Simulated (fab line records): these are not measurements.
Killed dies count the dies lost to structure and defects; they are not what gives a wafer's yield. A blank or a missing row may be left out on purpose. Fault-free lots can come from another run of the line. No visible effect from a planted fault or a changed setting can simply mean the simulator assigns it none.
Matching of chambers + flow nand_harc + NHARC_P_M0_STRIP_18 on rie_diel-08: 4 sister chambers
The step strips in N2/H2. 8 wafers are shown with their chamber, then 7 later ones without.

== EACH WAFER AND ITS CHAMBER ==
| wafer  | chamber | drypump_motor_current_A (A) | showerhead_plenum_p_Torr (Torr) |
|--------|---------|-----------------------------|---------------------------------|
| L478.4 | 2       | 5.7                         | 1.99                            |
| L480.2 | 2       | 5.7                         | 1.99                            |
| L481.6 | 0       | 5.6                         | 2.00                            |
| L489.2 | 3       | 6.4                         | 2.03                            |
| L489.4 | 3       | 6.5                         | 2.03                            |
| L489.6 | 1       | 6.7                         | 2.02                            |
| L493.2 | 1       | 6.6                         | 2.02                            |
| L493.3 | 0       | 5.6                         | 1.99                            |

== WAFERS MISSING THEIR CHAMBER ==
| wafer  | drypump_motor_current_A (A) | showerhead_plenum_p_Torr (Torr) |
|--------|-----------------------------|---------------------------------|
| L493.5 | 5.7                         | 1.98                            |
| L498.1 | 6.5                         | 2.03                            |
| L498.3 | 5.7                         | 1.98                            |
| L498.6 | 6.7                         | 2.02                            |
| L499.2 | 5.6                         | 1.99                            |
| L499.5 | 5.7                         | 1.98                            |
| L499.6 | 6.5                         | 2.02                            |

== EACH ONE'S CHAMBER ==
| wafer  | from the rows above     | in truth |
|--------|-------------------------|----------|
| L493.5 | can't be placed: 2 or 0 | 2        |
| L498.1 | 3                       | 3        |
| L498.3 | can't be placed: 2 or 0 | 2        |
| L498.6 | 1                       | 1        |
| L499.2 | can't be placed: 0 or 2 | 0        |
| L499.5 | can't be placed: 2 or 0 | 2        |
| L499.6 | can't be placed: 3 or 1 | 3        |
Placed correctly: 2 of 7. These rows do not allow placing 5 (true chamber among the candidates in 5). Wrongly placed: 0.
How it was worked out, from the rows above alone: a wafer's distance from a chamber is the root of the sum, over the readings, of the square of ((its reading less the chamber's mean) divided by the reading's scatter). If the next closest chamber is less than 2 further off than the closest, the wafer can't be placed; otherwise it belongs to the closest. For every chamber, the mean is computed from those of its wafers that are shown. The scatter is the square root of a quotient: the sum, over the shown wafers, of each reading's squared deviation from its chamber's mean, divided by wafers minus chambers.
